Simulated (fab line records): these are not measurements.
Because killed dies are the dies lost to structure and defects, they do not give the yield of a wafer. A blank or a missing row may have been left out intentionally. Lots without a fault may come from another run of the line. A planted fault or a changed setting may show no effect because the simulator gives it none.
Which tool was responsible? -- flow n5_finfet -- route of 1938 steps, sampled at 1 step: 10 lots, 30 wafers

## WHAT EACH GAUGE READ, for each wafer
N5_BEOL_M10_OVL_MEAS_12.
lot,measured,on,M10_OVL (nm)
L831,day 10 19:03,overlay-02,1.1 0.7 0.5
L833,day 11 13:34,overlay-01,1.3 0.9 1.2
L834,day 11 13:45,overlay-01,1.0 1.5 0.1
L835,day 11 17:20,overlay-01,0.7 0.9 -0.3
L836,day 12 17:20,overlay-02,1.1 -0.1 -0.9
L844,day 14 04:49,overlay-01,-0.3 0.9 0.7
L846,day 14 13:48,overlay-01,1.2 1.8 1.0
L851,day 15 17:28,overlay-01,-0.6 -0.9 -1.3
L854,day 16 08:31,overlay-01,1.2 -0.1 -0.4
L853,day 16 09:11,overlay-01,0.3 0.7 0.0

## WHAT TOOL EACH LOT RAN ON (gives the tool, then ch and the chambers of the sampled wafers, and finally the start)
There is no process step in the record ahead of these readings.

## THE ANSWER, worked out from the rows above alone
Rule: what is usual is taken from the lots themselves. The widest of any qualifying gaps counts: lots, ordered by their means at a reading, are off when they make up no more than a third of the lots, leave a main group of 4 or more, and stand apart from it by 3 or more times the standard deviation of that group's means. Not used: any main group whose means are identical at the precision the tables above print for the reading. Also off: a lot with no number at a reading for which 4 or more lots have one. The other lots that the step has rows for count as sound.
No lot is off at any reading shown: from this, nothing can be told.

## WHAT THE SIMULATOR HAD PUT IN
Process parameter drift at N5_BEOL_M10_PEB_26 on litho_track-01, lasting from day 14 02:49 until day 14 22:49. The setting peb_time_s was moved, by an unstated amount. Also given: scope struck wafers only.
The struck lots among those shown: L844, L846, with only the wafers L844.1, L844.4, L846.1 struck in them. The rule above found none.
